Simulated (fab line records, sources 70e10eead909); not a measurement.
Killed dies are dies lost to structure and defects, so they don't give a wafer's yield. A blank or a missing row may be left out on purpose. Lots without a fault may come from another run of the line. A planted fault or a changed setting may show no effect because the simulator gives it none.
Tool commonality check | flow nand_harc | 2 lots, 6 wafers sampled

WHY IT WAS OPENED
At NHARC_END_SORT_01 the reading killed_at_periphery is flagged on 2 of 2 lots. Wafers without a fault read 3.5, standard deviation 2.5.
Rule: a lot is flagged when every wafer of it that has a number lies more than 4 standard deviations from that mean, or none has a number. The other lots count as sound.

lot  | measured     | on        | killed_at_periphery, wafer by wafer | flag
L255 | day 28 12:28 | prober-02 | 72 45 74                            | FLAGGED
L256 | day 30 12:04 | prober-02 | 40 64 72                            | FLAGGED
The numbers of the flagged lots are 61.2 on average: +57.7 against the usual, or +23 standard deviations.

WHICH TOOL RAN EACH LOT
The record holds 4 process steps before the reading, out of a route of 1302 steps. In each cell: the tool, then ch and the chambers that the sampled wafers went through, then the start.
lot  | flag    | NHARC_P_M1_ETCH_35                 | NHARC_A_BONDPAD_DEGAS_25     | NHARC_THIN_TSV_DEP_43           | NHARC_THIN_TSV_PRE_CLEAN_54
L255 | FLAGGED | rie_diel-01 ch 0,2, day 11 00:49   | pvd_sputter-02, day 27 00:27 | pecvd-01 ch 0,1, day 27 13:10   | pvd_sputter-01, day 27 18:57
L256 | FLAGGED | rie_diel-01 ch 0,1,2, day 11 13:55 | pvd_sputter-01, day 29 10:08 | pecvd-01 ch 0,1,2, day 29 21:14 | pvd_sputter-02, day 30 03:20
What these steps do:
- NHARC_P_M1_ETCH_35: etches the open film in N2/H2, target depth 40 nm, overetch 12 nm, time 43.94 s.
- NHARC_A_BONDPAD_DEGAS_25: time 60 s.
- NHARC_THIN_TSV_DEP_43: deposits SiO2, target thk 1328.5 nm.
- NHARC_THIN_TSV_PRE_CLEAN_54: time 30 s.
- NHARC_END_SORT_01

FLAGGED OVER TOTAL, TOOL BY TOOL (the gauges that took the reading come last)
step                        | tool           | lots run | flagged | share of the flagged lots | sound lots run after its first flagged lot
NHARC_P_M1_ETCH_35          | rie_diel-01    | 2        | 2       | all                       | 0
NHARC_A_BONDPAD_DEGAS_25    | pvd_sputter-01 | 1        | 1       | some                      | 0
NHARC_A_BONDPAD_DEGAS_25    | pvd_sputter-02 | 1        | 1       | some                      | 0
NHARC_THIN_TSV_DEP_43       | pecvd-01       | 2        | 2       | all                       | 0
NHARC_THIN_TSV_PRE_CLEAN_54 | pvd_sputter-01 | 1        | 1       | some                      | 0
NHARC_THIN_TSV_PRE_CLEAN_54 | pvd_sputter-02 | 1        | 1       | some                      | 0
NHARC_END_SORT_01           | prober-02      | 2        | 2       | all                       | 0

WHAT THE TABLE ALLOWS
3 rows of the table ran every flagged lot: rie_diel-01 at NHARC_P_M1_ETCH_35, pecvd-01 at NHARC_THIN_TSV_DEP_43, prober-02 at NHARC_END_SORT_01.
- rie_diel-01 at NHARC_P_M1_ETCH_35: 2 of its 2 lots flagged. It ran no sound lot before its first flagged lot in this sample, so the start can't be narrowed down.
- pecvd-01 at NHARC_THIN_TSV_DEP_43: 2 of its 2 lots flagged. It ran no sound lot before its first flagged lot in this sample, so the start can't be narrowed down.
- prober-02 at NHARC_END_SORT_01: 2 of its 2 lots flagged. It ran no sound lot before its first flagged lot in this sample, so the start can't be narrowed down.
Counting lots can't tell these 3 tools apart, because each fits a fault that began at some hour. More lots, or a look at what each step does to the wafer, might.

WHAT THE SIMULATOR HAD PUT IN
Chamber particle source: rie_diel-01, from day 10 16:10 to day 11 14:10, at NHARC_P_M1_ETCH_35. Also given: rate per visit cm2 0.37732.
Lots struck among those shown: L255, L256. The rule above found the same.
